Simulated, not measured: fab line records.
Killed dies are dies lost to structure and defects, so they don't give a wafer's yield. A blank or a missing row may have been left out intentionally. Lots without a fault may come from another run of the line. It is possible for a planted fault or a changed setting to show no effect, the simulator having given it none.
fab line records	flow n5_finfet	part 1 of 2: steps 1 to 21 of 29
record: lots: 5	wafers: 15	last_day: 17
route steps=1938 shown MOL_CONTACT_COAG@565
lots with no fault: from the same line, run without faults
start_h: hours from the record's first day to the start of the lot's first wafer shown	wait_h: hours from the lot's prior step to this one	" the same as in the row above	L1.1+2: a row that stands for several wafers	- no value present, or no start provided	* or withheld: withheld	< > ~ a bound
route shown NAME@n: NAME is a module with steps in the file, n the number in the route of the first one	usual: average and standard deviation across the fault-free wafers	same: alike in all rows	chamber/n: place in a boat	sites: the reading at each site	_std_site: their standard deviation	_edge_site: the outer-site mean with the inner-site mean subtracted	radius_mm: how far each site lies from the wafer's centre	mask NAME#n: copy n	behind: the last tool/chamber to shape the wafer	hold: why the lot was held/for how many hours/how that ended	device: the transistor (n, p or np) that didn't switch	end of line: at the end of the route, the tests of the same wafers	a step with no rows: only its recipe	killed: at the first sort, the dies lost to defects and structure; wafer yield is something else	map: a wafer's dies, x killed, . not, _ none there
set.NAME: the setting that was run; set.NAME@STEP: the one run at that earlier step	model.NAME: the simulator's own value behind a step, which no gauge read
lots seen at some steps along the route; tables by step, rows by wafer
services: from which hour (start_h, from the record's first day; less than 0 if before it) a tool's chamber was out of use, for how many hours, and why
== steps ==
step: N5_MOL_CONTACT_COAG_COAT_76
recipe: resist: SiARC	temp_c: 220	time_s: 60	spin_rpm: 1500	resist_thk_nm: 10
lot.wafer	tool	chamber	start_h	wait_h
L077.1+2+6	litho_track-01	0	-	-
L086.1+5+6	litho_track-01	0	-	-
L087.1+2+6	litho_track-01	0	-	-
L091.1+2+6	litho_track-03	0	-	-
L094.1+4+5	litho_track-04	0	-	-
step: N5_MOL_CONTACT_COAG_COAT_77
recipe: resist: underlayer	temp_c: 205	time_s: 60	spin_rpm: 1500	resist_thk_nm: 10
lot.wafer	tool	chamber	start_h	wait_h
L077.1+2+6	litho_track-01	0	-	-
L086.1+5+6	litho_track-01	0	-	-
L087.1+2+6	litho_track-01	0	-	-
L091.1+2+6	litho_track-03	0	-	-
L094.1+4+5	litho_track-04	0	-	-
step: N5_MOL_CONTACT_COAG_COAT_78
recipe: resist: CAR-EUV	spin_rpm: 1500	resist_thk_nm: 40
lot.wafer	tool	chamber	start_h	wait_h
L077.1+2+6	litho_track-01	0	-	-
L086.1+5+6	litho_track-01	0	-	-
L087.1+2+6	litho_track-01	0	-	-
L091.1+2+6	litho_track-03	0	-	-
L094.1+4+5	litho_track-04	0	-	-
step: N5_MOL_CONTACT_COAG_EBR_80
recipe: solvent: PGMEA	ebr_width_mm: 1.5
lot.wafer	tool	chamber	start_h	wait_h
L077.1+2+6	litho_track-01	0	-	-
L086.1+5+6	litho_track-01	0	-	-
L087.1+2+6	litho_track-01	0	-	-
L091.1+2+6	litho_track-03	0	-	-
L094.1+4+5	litho_track-04	0	-	-
step: N5_MOL_CONTACT_COAG_SOFTBAKE_79
recipe: temp_c: 110	time_s: 60	resist: CAR-EUV
lot.wafer	tool	chamber	start_h	wait_h
L077.1+2+6	litho_track-01	0	-	-
L086.1+5+6	litho_track-01	0	-	-
L087.1+2+6	litho_track-01	0	-	-
L091.1+2+6	litho_track-03	0	-	-
L094.1+4+5	litho_track-04	0	-	-
step: N5_MOL_CONTACT_COAG_EXPOSE_81
recipe: mask_id: VG	na: 0.33	source_shape: annular	sigma_inner: 0.3	sigma_outer: 0.7	polarization: unpolarized	defocus_nm: 0	dose_mj: 59.5
usual: stage_msd_nm: 0.78/0.056
same: sigma_inner: 0.3
lot.wafer	tool	chamber	start_h	wait_h	mask	stage_msd_nm
L077.1	euv_scanner-01	0	120.25	-	VG#0	0.83
L077.2	"	0	"	"	VG#0	0.84
L077.6	"	0	"	"	VG#0	0.84
L086.1	euv_scanner-02	0	172.86	-	VG#0	0.73
L086.5	"	0	"	"	VG#0	0.73
L086.6	"	0	"	"	VG#0	0.73
L087.1	euv_scanner-01	0	179.85	-	VG#0	0.85
L087.2	"	0	"	"	VG#0	0.85
L087.6	"	0	"	"	VG#0	0.85
L091.1	euv_scanner-01	0	200.16	-	VG#0	0.84
L091.2	"	0	"	"	VG#0	0.84
L091.6	"	0	"	"	VG#0	0.85
L094.1	euv_scanner-02	0	219.12	-	VG#0	0.73
L094.4	"	0	"	"	VG#0	0.73
L094.5	"	0	"	"	VG#0	0.73
step: N5_MOL_CONTACT_COAG_PEB_82
recipe: peb_temp_c: 100	peb_time_s: 60	resist: CAR-EUV
lot.wafer	tool	chamber	start_h	wait_h
L077.1+2+6	litho_track-01	0	120.32	0.1
L086.1+5+6	litho_track-01	0	172.94	0.1
L087.1+2+6	litho_track-01	0	179.93	0.1
L091.1+2+6	litho_track-03	0	200.23	0.1
L094.1+4+5	litho_track-01	0	219.20	0.1
step: N5_MOL_CONTACT_COAG_DEVELOP_83
recipe: develop_time_s: 30	developer: TMAH	resist: CAR-EUV	rinse_liquid: surfactant_rinse	dry: air_spin	dev_temp_c: 23
lot.wafer	tool	chamber	start_h	wait_h
L077.1+2+6	litho_track-01	0	-	-
L086.1+5+6	litho_track-01	0	-	-
L087.1+2+6	litho_track-01	0	-	-
L091.1+2+6	litho_track-03	0	-	-
L094.1+4+5	litho_track-01	0	-	-
step: N5_MOL_CONTACT_COAG_CD_MEAS_84
recipe: target_cd_nm: 25.1	landing_energy_ev: 500	detector: se_inlens	polarity: opening
usual: cd_nm: 25.09/0.25
lot.wafer	tool	chamber	start_h	wait_h	cd_nm
L077.1	cd_sem-02	0	120.39	-	25.18
L077.2	"	0	"	"	25.01
L077.6	"	0	"	"	24.64
L086.1	cd_sem-01	0	173.00	-	24.96
L086.5	"	0	"	"	25.27
L086.6	"	0	"	"	24.84
L087.1	cd_sem-02	0	180.00	-	25.53
L087.2	"	0	"	"	25.16
L087.6	"	0	"	"	25.63
L091.1	cd_sem-03	0	200.30	-	25.18
L091.2	"	0	"	"	25.62
L091.6	"	0	"	"	25.45
L094.1	cd_sem-02	0	219.26	-	24.65
L094.4	"	0	"	"	25.25
L094.5	"	0	"	"	25.38
step: N5_MOL_CONTACT_COAG_OVL_MEAS_85
recipe: points_per_wafer: 522
usual: VG_OVL: 0.2/0.69
same: points_per_wafer: 522
lot.wafer	tool	chamber	start_h	wait_h	VG_OVL[nm]
L077.1	overlay-02	0	120.42	0.0	0.2
L077.2	"	0	"	"	0.5
L077.6	"	0	"	"	1.2
L086.1	overlay-01	0	173.04	0.0	1.4
L086.5	"	0	"	"	0.0
L086.6	"	0	"	"	1.1
L087.1	overlay-02	0	180.03	0.0	1.0
L087.2	"	0	"	"	1.1
L087.6	"	0	"	"	0.7
L091.1	overlay-01	0	200.33	0.0	-0.4
L091.2	"	0	"	"	-0.2
L091.6	"	0	"	"	0.4
L094.1	overlay-01	0	219.29	0.0	-0.2
L094.4	"	0	"	"	-0.2
L094.5	"	0	"	"	-0.2
step: N5_MOL_CONTACT_COAG_INSPECT_57
recipe: mode: adi	inspect_instrument: brightfield
usual: raw_defect_count: 193/49
lot.wafer	tool	chamber	start_h	wait_h	raw_defect_count
L077.1	defect_inspect-01	-	120.48	0.1	136
L077.2	"	-	"	"	150
L077.6	"	-	"	"	172
L086.1	defect_inspect-01	-	173.09	0.1	151
L086.5	"	-	"	"	168
L086.6	"	-	"	"	175
L087.1	defect_inspect-01	-	180.09	0.1	165
L087.2	"	-	"	"	180
L087.6	"	-	"	"	243
L091.1	defect_inspect-01	-	200.42	0.1	229
L091.2	"	-	"	"	220
L091.6	"	-	"	"	248
L094.1	defect_inspect-02	-	219.35	0.1	133
L094.4	"	-	"	"	185
L094.5	"	-	"	"	217
step: N5_MOL_CONTACT_COAG_DESCUM_88
recipe: chemistry: O2	time_s: 7	source_power_w: 50	bias_power_w: 20	pressure_mtorr: 20	rf_frequency_hz: 2.712e+07	temp_c: 40	resist: CAR-EUV	o2_flow_sccm: 225
usual: drypump_motor_current_A: 5.9/0.5	oes_product_au: 0.74/0.078	rf_vpp_V: 243.4/1.4	showerhead_plenum_p_Torr: 2.11/0.084	throttle_valve_pct: 20.41/0.3
lot.wafer	tool	chamber	start_h	wait_h	drypump_motor_current_A	oes_product_au	rf_hours_counter_h	rf_vpp_V	showerhead_plenum_p_Torr	throttle_valve_pct
L077.1	rie_diel-02	2	120.51	0.0	5.2	0.69	219	244.5	2.07	20.39
L077.2	"	3	"	"	6.4	0.75	158	241.2	2.01	20.12
L077.6	"	2	"	"	5.2	0.69	-	242.3	2.07	20.40
L086.1	rie_diel-06	0	173.25	0.2	5.9	0.74	185	245.0	2.15	20.44
L086.5	"	2	"	"	6.2	0.68	-	245.0	2.18	20.61
L086.6	"	3	"	"	6.8	0.72	-	243.6	2.14	20.25
L087.1	rie_diel-06	1	180.65	0.6	5.2	0.70	196	244.3	2.19	20.55
L087.2	"	3	"	"	6.8	0.70	221	244.2	2.14	20.26
L087.6	"	1	"	"	5.2	0.69	-	244.2	2.18	20.53
L091.1	rie_diel-02	1	200.45	0.0	5.4	0.71	217	242.1	2.08	20.84
L091.2	"	2	"	"	5.2	0.68	247	243.0	2.06	20.43
L091.6	"	2	"	"	5.2	0.68	-	243.4	2.06	20.42
L094.1	rie_diel-02	1	219.39	0.0	5.5	0.70	225	242.0	2.08	20.85
L094.4	"	3	"	"	6.3	0.72	-	242.5	1.99	20.19
L094.5	"	0	"	"	6.1	0.91	-	245.0	2.23	19.89
step: N5_MOL_CONTACT_COAG_ETCH_89
recipe: chemistry: N2/H2	target: underlayer	target_depth_a: 130	mask_material: CAR-EUV	time_s: 10.4	ion_energy_ev: 200	pressure_mtorr: 30	source_w: 840	bias_w: 150	n2_flow_sccm: 200	h2_flow_sccm: 200	ends: cleared
usual: drypump_motor_current_A: 5.9/0.51	etch_rf_on_time_s: 10.37/0.26	oes_product_au: 0.64/0.068	rf_vpp_V: 524.4/2.9	showerhead_plenum_p_Torr: 2.56/0.098	throttle_valve_pct: 17.9/0.33
lot.wafer	tool	chamber	start_h	wait_h	drypump_motor_current_A	etch_rf_on_time_s	oes_product_au	rf_hours_counter_h	rf_vpp_V	showerhead_plenum_p_Torr	throttle_valve_pct
L077.1	rie_diel-02	2	120.55	0.0	5.2	10.31	0.60	219	525.2	2.49	17.8
L077.2	"	3	"	"	6.4	10.29	0.64	158	521.4	2.44	17.6
L077.6	"	2	"	"	5.2	10.38	0.60	-	523.5	2.49	17.8
L086.1	rie_diel-06	0	173.29	0.0	5.9	10.41	0.63	185	527.0	2.63	18.0
L086.5	"	2	"	"	6.2	10.59	0.58	-	524.4	2.63	18.1
L086.6	"	3	"	"	6.8	10.63	0.59	-	526.2	2.62	17.9
L087.1	rie_diel-06	1	180.68	0.0	5.2	10.22	0.60	196	527.7	2.62	17.8
L087.2	"	3	"	"	6.8	10.73	0.59	221	524.6	2.62	17.9
L087.6	"	1	"	"	5.2	10.12	0.61	-	526.6	2.62	17.8
L091.1	rie_diel-02	1	200.49	0.0	5.5	10.44	0.61	217	523.5	2.53	18.3
L091.2	"	2	"	"	5.2	10.13	0.59	247	523.0	2.48	17.9
L091.6	"	2	"	"	5.2	10.25	0.58	-	521.9	2.48	17.9
L094.1	rie_diel-02	1	219.42	0.0	5.5	10.66	0.61	225	525.6	2.52	18.3
L094.4	"	3	"	"	6.4	10.31	0.62	-	520.9	2.43	17.7
L094.5	"	0	"	"	6.1	10.04	0.79	-	528.7	2.70	17.2
step: N5_MOL_CONTACT_COAG_ETCH_90
recipe: chemistry: CF4	target: SiARC	target_depth_a: 130	mask_material: CAR-EUV	time_s: 21.7	ion_energy_ev: 80	pressure_mtorr: 40	source_w: 545	bias_w: 36	Ar_flow_sccm: 100	cf4_flow_sccm: 100	ends: cleared
usual: drypump_motor_current_A: 5.9/0.5	etch_rf_on_time_s: 21.6/0.5	oes_product_au: 0.64/0.067	rf_vpp_V: 184.3/1.3	showerhead_plenum_p_Torr: 2.15/0.079	throttle_valve_pct: 15.62/0.28
lot.wafer	tool	chamber	start_h	wait_h	drypump_motor_current_A	etch_rf_on_time_s	oes_product_au	rf_hours_counter_h	rf_vpp_V	showerhead_plenum_p_Torr	throttle_valve_pct
L077.1	rie_diel-02	2	120.57	0.0	5.2	21.9	0.60	219	184.1	2.13	15.73
L077.2	"	3	"	"	6.4	21.8	0.63	158	182.8	2.06	15.35
L077.6	"	2	"	"	5.2	21.6	0.60	-	183.8	2.13	15.73
L086.1	rie_diel-06	0	173.31	0.0	5.9	22.0	0.63	185	184.9	2.21	15.73
L086.5	"	2	"	"	6.2	22.3	0.58	-	183.8	2.19	15.64
L086.6	"	3	"	"	6.8	22.3	0.60	-	186.6	2.22	15.70
L087.1	rie_diel-06	1	180.70	0.0	5.2	21.4	0.60	196	186.9	2.21	15.69
L087.2	"	3	"	"	6.8	22.3	0.60	221	184.0	2.22	15.70
L087.6	"	1	"	"	5.2	21.3	0.60	-	185.3	2.21	15.68
L091.1	rie_diel-02	1	200.51	0.0	5.5	22.0	0.61	217	185.5	2.11	15.97
L091.2	"	2	"	"	5.2	21.1	0.59	247	183.1	2.13	15.77
L091.6	"	2	"	"	5.2	21.1	0.59	-	184.9	2.13	15.79
L094.1	rie_diel-02	1	219.44	0.0	5.5	22.0	0.61	225	183.2	2.11	15.98
L094.4	"	3	"	"	6.3	21.5	0.62	-	182.6	2.04	15.42
L094.5	"	0	"	"	6.1	21.0	0.79	-	186.5	2.27	14.99
step: N5_MOL_CONTACT_COAG_ALD_131
recipe: material: SiO2	target_thk_a: 50	temp_c: 100	ald_precursor_family: BDEAS	ald_co_reactant: O2-plasma	pulse_time_s: 1	co_reactant_pulse_time_s: 1	purge_time_s: 2	co_reactant_purge_time_s: 2	ald_cycles: 35	pressure_torr: 2
usual: heater_power_w: 79/7.1	precursor_pulse_height_rel: 0.999/0.02
same: ald_cycles: 35	co_reactant_purge_time_s: 2	purge_time_s: 2
lot.wafer	tool	chamber	start_h	wait_h	heater_power_w	precursor_pulse_height_rel	since_wet_clean_h
L077.1	ald_sin-01	0	120.65	0.1	78	0.991	113
L077.2	"	3	"	"	70	0.979	113
L077.6	"	2	"	"	81	1.016	-
L086.1	ald_sin-02	0	173.39	0.1	71	0.963	362
L086.5	"	0	"	"	72	0.997	-
L086.6	"	3	"	"	82	1.013	-
L087.1	ald_sin-01	0	180.78	0.1	78	0.985	173
L087.2	"	3	"	"	72	1.002	173
L087.6	"	0	"	"	79	0.988	-
L091.1	ald_sin-03	3	200.59	0.1	75	1.003	297
L091.2	"	1	"	"	84	0.968	297
L091.6	"	1	"	"	85	0.974	-
L094.1	ald_sin-02	2	219.52	0.1	70	1.028	29
L094.4	"	3	"	"	88	0.965	29
L094.5	"	3	"	"	88	0.989	-
step: N5_MOL_CONTACT_COAG_ETCHBACK_132
recipe: chemistry: CHF3	target: SiO2	target_depth_a: 100	time_s: 6.7	ion_energy_ev: 200	pressure_mtorr: 30	source_w: 610	bias_w: 170	Ar_flow_sccm: 200	CHF3_flow_sccm: 50
usual: drypump_motor_current_A: 5.8/0.52	oes_ar_750_au: 0.74/0.069	oes_product_au: 0.74/0.075	rf_vpp_V: 523/9.4	showerhead_plenum_p_Torr: 2.38/0.09	throttle_valve_pct: 18.72/0.26
lot.wafer	tool	chamber	start_h	wait_h	drypump_motor_current_A	oes_ar_750_au	oes_product_au	rf_hours_counter_h	rf_vpp_V	showerhead_plenum_p_Torr	throttle_valve_pct
L077.1	rie_diel-02	1	120.83	0.1	5.5	0.73	0.73	187	518	2.35	18.98
L077.2	"	3	"	"	6.3	0.74	0.76	158	515	2.28	18.38
L077.6	"	2	"	"	5.2	0.71	0.70	-	522	2.37	18.79
L086.1	rie_diel-02	2	173.65	0.2	5.2	0.69	0.69	240	522	2.36	18.81
L086.5	"	0	"	"	6.1	0.94	0.97	-	532	2.54	18.17
L086.6	"	1	"	"	5.5	0.72	0.72	-	519	2.35	19.01
L087.1	rie_diel-06	3	180.96	0.1	6.7	0.70	0.69	221	529	2.46	18.73
L087.2	"	2	"	"	6.1	0.69	0.68	220	537	2.44	18.73
L087.6	"	1	"	"	5.2	0.71	0.70	-	514	2.46	18.76
L091.1	rie_diel-02	0	200.77	0.1	6.1	0.92	0.93	21	533	2.54	18.19
L091.2	"	2	"	"	5.2	0.69	0.69	247	521	2.36	18.82
L091.6	"	2	"	"	5.2	0.68	0.69	-	522	2.36	18.85
L094.1	rie_diel-03	2	219.72	0.1	5.6	0.71	0.70	191	508	2.26	18.64
L094.4	"	0	"	"	4.9	0.93	0.93	12	520	2.34	18.38
L094.5	"	1	"	"	5.9	0.78	0.77	-	522	2.48	19.24
step: N5_MOL_CONTACT_COAG_ETCH_91
recipe: chemistry: N2/H2	target: SOC	target_depth_a: 600	overetch_a: 210	mask_material: SiARC	temp_c: 40	time_s: 101.2	ion_energy_ev: 200	pressure_mtorr: 30	source_w: 840	bias_w: 150	n2_flow_sccm: 200	h2_flow_sccm: 200
usual: drypump_motor_current_A: 5.8/0.52	oes_product_au: 0.62/0.056	rf_vpp_V: 524.0/2.7	showerhead_plenum_p_Torr: 2.54/0.096	throttle_valve_pct: 17.9/0.31
lot.wafer	tool	chamber	start_h	wait_h	drypump_motor_current_A	oes_product_au	rf_hours_counter_h	rf_vpp_V	showerhead_plenum_p_Torr	throttle_valve_pct
L077.1	rie_diel-02	1	120.86	0.0	5.5	0.61	187	523.5	2.54	18.2
L077.2	"	3	"	"	6.4	0.62	158	519.8	2.44	17.6
L077.6	"	2	"	"	5.2	0.59	-	523.3	2.49	17.8
L086.1	rie_diel-02	2	173.68	0.0	5.3	0.58	240	524.2	2.49	17.8
L086.5	"	0	"	"	6.1	0.78	-	528.5	2.71	17.1
L086.6	"	1	"	"	5.5	0.61	-	524.8	2.53	18.3
L087.1	rie_diel-06	3	180.99	0.0	6.8	0.59	221	525.4	2.62	17.9
L087.2	"	2	"	"	6.2	0.58	220	525.6	2.63	18.0
L087.6	"	1	"	"	5.2	0.59	-	524.9	2.62	17.8
L091.1	rie_diel-02	0	200.80	0.0	6.1	0.77	21	529.3	2.71	17.2
L091.2	"	2	"	"	5.2	0.58	247	523.1	2.48	17.8
L091.6	"	2	"	"	5.2	0.57	-	522.5	2.48	17.8
L094.1	rie_diel-03	2	219.76	0.0	5.6	0.60	191	519.6	2.42	17.8
L094.4	"	0	"	"	4.9	0.77	12	521.5	2.50	17.4
L094.5	"	1	"	"	5.9	0.64	-	525.7	2.64	18.4
step: N5_MOL_CONTACT_COAG_STRIP_92
recipe: chemistry: N2/H2	temp_c: 40	n2_flow_sccm: 200	h2_flow_sccm: 200	rf_frequency_hz: 6e+07
lot.wafer	tool	chamber	start_h	wait_h
L077.1+2+6	rie_diel-02	1,3,2	120.93	0.0
L086.1+5+6	rie_diel-02	2,0,1	173.75	0.0
L087.1+2+6	rie_diel-06	3,2,1	181.06	0.0
L091.1+2+6	rie_diel-02	0,2,2	200.87	0.0
L094.1+4+5	rie_diel-03	2,0,1	219.83	0.0
step: N5_MOL_CONTACT_COAG_STRIP_93
recipe: chemistry: N2/H2	temp_c: 40	n2_flow_sccm: 200	h2_flow_sccm: 200	rf_frequency_hz: 6e+07
lot.wafer	tool	chamber	start_h	wait_h
L077.1+2+6	rie_diel-02	1,3,2	120.94	0.0
L086.1+5+6	rie_diel-02	2,0,1	173.76	0.0
L087.1+2+6	rie_diel-06	3,2,1	181.07	0.0
L091.1+2+6	rie_diel-02	0,2,2	200.88	0.0
L094.1+4+5	rie_diel-03	2,0,1	219.84	0.0
step: N5_MOL_CONTACT_COAG_ETCHBACK_135
recipe: chemistry: CHF3	target: SiO2	target_depth_a: 250	time_s: 16.7	ion_energy_ev: 200	pressure_mtorr: 30	source_w: 610	bias_w: 170	Ar_flow_sccm: 200	CHF3_flow_sccm: 50
usual: drypump_motor_current_A: 5.8/0.53	oes_ar_750_au: 0.74/0.069	oes_product_au: 0.74/0.075	rf_vpp_V: 523/9.4	showerhead_plenum_p_Torr: 2.38/0.09	throttle_valve_pct: 18.72/0.26
lot.wafer	tool	chamber	start_h	wait_h	drypump_motor_current_A	oes_ar_750_au	oes_product_au	rf_hours_counter_h	rf_vpp_V	showerhead_plenum_p_Torr	throttle_valve_pct
L077.1	rie_diel-02	1	120.95	0.0	5.5	0.73	0.73	187	519	2.35	18.98
L077.2	"	3	"	"	6.4	0.74	0.74	158	515	2.28	18.38
L077.6	"	2	"	"	5.1	0.71	0.70	-	524	2.37	18.79
L086.1	rie_diel-02	2	173.77	0.0	5.2	0.69	0.68	240	522	2.36	18.83
L086.5	"	0	"	"	6.1	0.94	0.97	-	533	2.54	18.19
L086.6	"	1	"	"	5.5	0.72	0.72	-	519	2.35	19.03
L087.1	rie_diel-06	3	181.08	0.0	6.8	0.70	0.70	221	529	2.46	18.72
L087.2	"	2	"	"	6.2	0.68	0.67	220	535	2.44	18.73
L087.6	"	1	"	"	5.2	0.71	0.70	-	513	2.46	18.77
L091.1	rie_diel-02	0	200.89	0.0	6.1	0.92	0.93	21	532	2.54	18.19
L091.2	"	2	"	"	5.2	0.69	0.68	247	520	2.36	18.83
L091.6	"	2	"	"	5.2	0.69	0.67	-	521	2.36	18.84
L094.1	rie_diel-03	2	219.85	0.0	5.6	0.71	0.71	191	505	2.26	18.63
L094.4	"	0	"	"	4.9	0.93	0.94	12	520	2.34	18.38
L094.5	"	1	"	"	5.9	0.78	0.77	-	523	2.48	19.23
step: N5_MOL_CONTACT_COAG_STRIP_118
recipe: chemistry: CHF3	resist: SiARC	rf_frequency_hz: 6e+07
lot.wafer	tool	chamber	start_h	wait_h
L077.1+2+6	rie_diel-02	1,3,2	120.97	0.0
L086.1+5+6	rie_diel-02	2,0,1	173.79	0.0
L087.1+2+6	rie_diel-06	3,2,1	181.11	0.0
L091.1+2+6	rie_diel-02	0,2,2	200.91	0.0
L094.1+4+5	rie_diel-03	2,0,1	219.87	0.0
